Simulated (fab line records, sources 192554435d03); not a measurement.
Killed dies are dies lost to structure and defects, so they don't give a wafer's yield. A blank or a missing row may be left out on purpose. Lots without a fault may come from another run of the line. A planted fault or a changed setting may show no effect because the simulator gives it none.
Split-lot experiment | flow n5_finfet | 7 lots, 21 wafers read, on a route of 1938 steps

THE SPLIT
At N5_BEOL_M13_ETCH_59 (etches BARC in N2/H2, target depth 89 nm, overetch 26.7 nm, time 67.9 s), the setting time_s was moved away from the recipe's 67.9 s on 5 of the 21 wafers read, by -14.1% to +14.2%. The other wafers ran this setting at the recipe's value.

The reading is taken at the split's own step.

THE READING
coat_of_BEOL_M13_COAT_04.thk_nm (the simulator's own value, which no gauge read), in nm, at N5_BEOL_M13_ETCH_59 (etches BARC in N2/H2, target depth 89 nm, overetch 26.7 nm, time 67.9 s). The file gives no usual value for it. The 16 wafers here that ran the recipe average 318.6 nm, standard deviation 1.3 nm.

wafer  | tool, chamber at the split | time_s as run, s | against the recipe | coat_of_BEOL_M13_COAT_04.thk_nm, nm | against lot-mates on the recipe
L079.1 | rie_diel-02, 1             | 67.9             | recipe             | 319.2                               | -
L079.2 | rie_diel-02, 0             | 67.9             | recipe             | 315                                 | -
L079.5 | rie_diel-02, 1             | 62.2             | -8.4%              | 322.8                               | +5.7
L081.1 | rie_diel-06, 0             | 67.9             | recipe             | 319                                 | -
L081.4 | rie_diel-06, 0             | 67.9             | recipe             | 318.4                               | -
L081.5 | rie_diel-06, 1             | 67.9             | recipe             | 320.8                               | -
L082.2 | rie_diel-05, 1,2           | 67.9             | recipe             | 319.2                               | -
L082.5 | rie_diel-05, 1,2           | 67.9             | recipe             | 319.2                               | -
L082.4 | rie_diel-05, 0             | 67.9             | recipe             | 319                                 | -
L086.1 | rie_diel-02, 3             | 67.9             | recipe             | 318.2                               | -
L086.5 | rie_diel-02, 0             | 67.9             | recipe             | 318                                 | -
L086.6 | rie_diel-02, 1             | 67.9             | recipe             | 320                                 | -
L087.1 | rie_diel-02, 0             | 67.9             | recipe             | 317.4                               | -
L087.2 | rie_diel-02, 2             | 67.9             | recipe             | 319.2                               | -
L087.5 | rie_diel-02, 2             | 77.54            | +14.2%             | 309.4                               | -8.9
L090.1 | rie_diel-05, 1             | 67.9             | recipe             | 319.4                               | -
L090.5 | rie_diel-05, 3             | 67.9             | recipe             | 317                                 | -
L090.6 | rie_diel-05, 0             | 58.3             | -14.1%             | 326.6                               | +8.4
L096.2 | rie_diel-05, 3             | 67.9             | recipe             | 318.4                               | -
L096.5 | rie_diel-05, 1             | 73.84            | +8.7%              | 312.8                               | -5.6
L096.6 | rie_diel-05, 3             | 73.84            | +8.7%              | 312.2                               | -6.2
Where a row lists several chambers, the file gives one row for several wafers and doesn't say which wafer went through which chamber.

THE FIT
A straight line over all 21 wafers: coat_of_BEOL_M13_COAT_04.thk_nm changes by -0.615 nm for each +1% of time_s; r = -0.94; the points scatter about the line by 1.2 nm.
The same after taking each lot's own level away (the mean of its wafers on the recipe; 21 wafers): -0.633 nm for each +1%; r = -0.96; scatter 1 nm.
On that fit, the largest move of time_s shifts the reading by 9 nm.
The lots' own levels span 317.10 to 319.40 nm, that is 1.8 times the standard deviation above.
So the lot-to-lot level changes the slope little: the two slopes agree.
Check: with one of the wafers moved furthest among these (+14.2%) left out of the fit, the line predicts -9.1 nm for it against its lot-mates. It came out at -8.9 nm against them.

OTHER SPLITS ON THESE WAFERS
These wafers also went through other splits before the reading. Each is held against what the fit with the lots' levels taken away leaves over:
other split on the same wafers   | wafers away from the commonest value | r with coat_of_BEOL_M13_COAT_04.thk_nm (lot level and that fit taken away)
N5_BEOL_M12_COAT_58 spin_rpm     | 11                                   | -0.13
N5_BEOL_M12_ETCH_59 h2_flow_sccm | 10                                   | -0.08
N5_BEOL_M13_EXPOSE_07 dose_mj    | 6                                    | -0.28

THE FILE'S OWN FIT
coat_of_BEOL_M13_COAT_04.thk_nm changes by -0.628 nm for each +1% of time_s, r = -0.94.
